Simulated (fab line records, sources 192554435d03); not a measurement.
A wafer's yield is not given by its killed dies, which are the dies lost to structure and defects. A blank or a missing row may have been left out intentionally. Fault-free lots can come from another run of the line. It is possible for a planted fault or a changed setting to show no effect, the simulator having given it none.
Split-lot trial / flow n5-finfet / 7 lots, 21 wafers read, on a route of 1938 steps

== ABOUT THE SPLIT ==
At N5_BEOL_M0_SAQP_ETCH_106 (etches SOC in N2/H2, stops on SiNx, target depth 150 nm), the setting target-depth-a was moved away from the recipe's 1500 angstrom on 9 of the 21 wafers read, by -10.9% to +4.1%. All remaining wafers had this setting at the recipe value.

There is no step in the file separating the split from the reading.

== THE READING ==
SOC_of_BEOL_M0_SAQP_COAT_105.thk-nm (the simulator's own value, which no gauge read), in nm, at N5_BEOL_M0_SAQP_ETCH_107 (etches SiNx in CH3F/O2, target depth 30 nm). The file gives no usual value for it. The 12 wafers here that ran the recipe average 13.0 nm, standard deviation 1.8 nm.

wafer=L074.1; tool, chamber at the split=rie-diel-04, 0; target-depth-a as run, angstrom=1500; against the recipe=recipe; SOC_of_BEOL_M0_SAQP_COAT_105.thk-nm, nm=14.2; against lot-mates on the recipe=-
wafer=L074.2; tool, chamber at the split=rie-diel-04, 3; target-depth-a as run, angstrom=1451; against the recipe=-3.3%; SOC_of_BEOL_M0_SAQP_COAT_105.thk-nm, nm=14.2; against lot-mates on the recipe=-0.4
wafer=L074.5; tool, chamber at the split=rie-diel-04, 2; target-depth-a as run, angstrom=1500; against the recipe=recipe; SOC_of_BEOL_M0_SAQP_COAT_105.thk-nm, nm=15; against lot-mates on the recipe=-
wafer=L079.1; tool, chamber at the split=rie-diel-04, 2; target-depth-a as run, angstrom=1500; against the recipe=recipe; SOC_of_BEOL_M0_SAQP_COAT_105.thk-nm, nm=14; against lot-mates on the recipe=-
wafer=L079.2; tool, chamber at the split=rie-diel-04, 0; target-depth-a as run, angstrom=1346; against the recipe=-10.3%; SOC_of_BEOL_M0_SAQP_COAT_105.thk-nm, nm=20.8; against lot-mates on the recipe=+6.3
wafer=L079.5; tool, chamber at the split=rie-diel-04, 2; target-depth-a as run, angstrom=1500; against the recipe=recipe; SOC_of_BEOL_M0_SAQP_COAT_105.thk-nm, nm=15; against lot-mates on the recipe=-
wafer=L081.2; tool, chamber at the split=rie-diel-04, 0; target-depth-a as run, angstrom=1500; against the recipe=recipe; SOC_of_BEOL_M0_SAQP_COAT_105.thk-nm, nm=13.2; against lot-mates on the recipe=-
wafer=L081.4; tool, chamber at the split=rie-diel-04, 3; target-depth-a as run, angstrom=1500; against the recipe=recipe; SOC_of_BEOL_M0_SAQP_COAT_105.thk-nm, nm=11; against lot-mates on the recipe=-
wafer=L081.5; tool, chamber at the split=rie-diel-04, 2; target-depth-a as run, angstrom=1500; against the recipe=recipe; SOC_of_BEOL_M0_SAQP_COAT_105.thk-nm, nm=15; against lot-mates on the recipe=-
wafer=L083.4; tool, chamber at the split=rie-diel-02, 2; target-depth-a as run, angstrom=1349; against the recipe=-10.1%; SOC_of_BEOL_M0_SAQP_COAT_105.thk-nm, nm=21.6; against lot-mates on the recipe=no lot-mate on the recipe
wafer=L083.5; tool, chamber at the split=rie-diel-02, 0; target-depth-a as run, angstrom=1349; against the recipe=-10.1%; SOC_of_BEOL_M0_SAQP_COAT_105.thk-nm, nm=18.6; against lot-mates on the recipe=no lot-mate on the recipe
wafer=L083.6; tool, chamber at the split=rie-diel-02, 3; target-depth-a as run, angstrom=1349; against the recipe=-10.1%; SOC_of_BEOL_M0_SAQP_COAT_105.thk-nm, nm=22.4; against lot-mates on the recipe=no lot-mate on the recipe
wafer=L092.1; tool, chamber at the split=rie-diel-06, 0; target-depth-a as run, angstrom=1562; against the recipe=+4.1%; SOC_of_BEOL_M0_SAQP_COAT_105.thk-nm, nm=11; against lot-mates on the recipe=-3.6
wafer=L092.4; tool, chamber at the split=rie-diel-06, 1; target-depth-a as run, angstrom=1562; against the recipe=+4.1%; SOC_of_BEOL_M0_SAQP_COAT_105.thk-nm, nm=10.2; against lot-mates on the recipe=-4.4
wafer=L092.6; tool, chamber at the split=rie-diel-06, 3; target-depth-a as run, angstrom=1500; against the recipe=recipe; SOC_of_BEOL_M0_SAQP_COAT_105.thk-nm, nm=14.6; against lot-mates on the recipe=-
wafer=L094.2; tool, chamber at the split=rie-diel-04, 1; target-depth-a as run, angstrom=1336; against the recipe=-10.9%; SOC_of_BEOL_M0_SAQP_COAT_105.thk-nm, nm=20; against lot-mates on the recipe=+9.4
wafer=L094.3; tool, chamber at the split=rie-diel-04, 0; target-depth-a as run, angstrom=1336; against the recipe=-10.9%; SOC_of_BEOL_M0_SAQP_COAT_105.thk-nm, nm=19.4; against lot-mates on the recipe=+8.8
wafer=L094.4; tool, chamber at the split=rie-diel-04, 2; target-depth-a as run, angstrom=1500; against the recipe=recipe; SOC_of_BEOL_M0_SAQP_COAT_105.thk-nm, nm=10.6; against lot-mates on the recipe=-
wafer=L095.1; tool, chamber at the split=rie-diel-04, 0,3; target-depth-a as run, angstrom=1500; against the recipe=recipe; SOC_of_BEOL_M0_SAQP_COAT_105.thk-nm, nm=11.4; against lot-mates on the recipe=-
wafer=L095.2; tool, chamber at the split=rie-diel-04, 0,3; target-depth-a as run, angstrom=1500; against the recipe=recipe; SOC_of_BEOL_M0_SAQP_COAT_105.thk-nm, nm=11.6; against lot-mates on the recipe=-
wafer=L095.6; tool, chamber at the split=rie-diel-04, 0; target-depth-a as run, angstrom=1500; against the recipe=recipe; SOC_of_BEOL_M0_SAQP_COAT_105.thk-nm, nm=10.6; against lot-mates on the recipe=-
The file does not say which wafer passed through which chamber wherever a row lists several chambers: such a row stands for several wafers.

FIT RESULTS
A straight line over all 21 wafers: SOC_of_BEOL_M0_SAQP_COAT_105.thk-nm changes by -0.698 nm for each +1% of target-depth-a; r = -0.91; the points scatter about the line by 1.6 nm.
The same after taking each lot's own level away (the mean of its wafers on the recipe; 18 wafers): -0.778 nm for each +1%; r = -0.95; scatter 1.2 nm.
The reading moves by 8.5 nm for the largest change in target-depth-a, on that fit.
From 10.60 to 14.60 nm: that is the span of the lots' own levels, equal to 2.3 times the standard deviation above.
So the slope is not independent of the lot-to-lot level: the two fits are not the same.
Check: with one of the wafers moved furthest among these (-10.9%) left out of the fit, the line predicts +7.7 nm for it against its lot-mates. Against them it came out at +9.4 nm.

== ADDITIONAL SPLITS CARRIED BY THESE WAFERS ==
Note: prior to the reading, these wafers also went through further splits. Each is held against what the fit with the lots' levels taken away leaves over:
other split on the same wafers=N5_MOL_CONTACT_COAG_COAT_76 spin-rpm; wafers away from the commonest value=10; r with SOC_of_BEOL_M0_SAQP_COAT_105.thk-nm (lot level and that fit taken away)=-0.24

== THE WHOLE CHAIN: every reading that the file lists as answering this split, in the file's order ==
step=N5_BEOL_M0_SAQP_ETCH_106; what it does=etches SOC in N2/H2, stops on SiNx, target depth 150 nm; reading=SOC_of_BEOL_M0_SAQP_COAT_105.thk-nm (the simulator's own value, which no gauge read); change (the file's fit)=-0.736 nm for each +1% of the setting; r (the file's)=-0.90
step=N5_BEOL_M0_SAQP_ETCH_107; what it does=etches SiNx in CH3F/O2, target depth 30 nm; reading=SOC_of_BEOL_M0_SAQP_COAT_105.thk-nm (the simulator's own value, which no gauge read); change (the file's fit)=-0.71 nm for each +1% of the setting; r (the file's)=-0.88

== THE FILE'S OWN FIT ==
SOC_of_BEOL_M0_SAQP_COAT_105.thk-nm changes by -0.71 nm for each +1% of target-depth-a, r = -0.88.
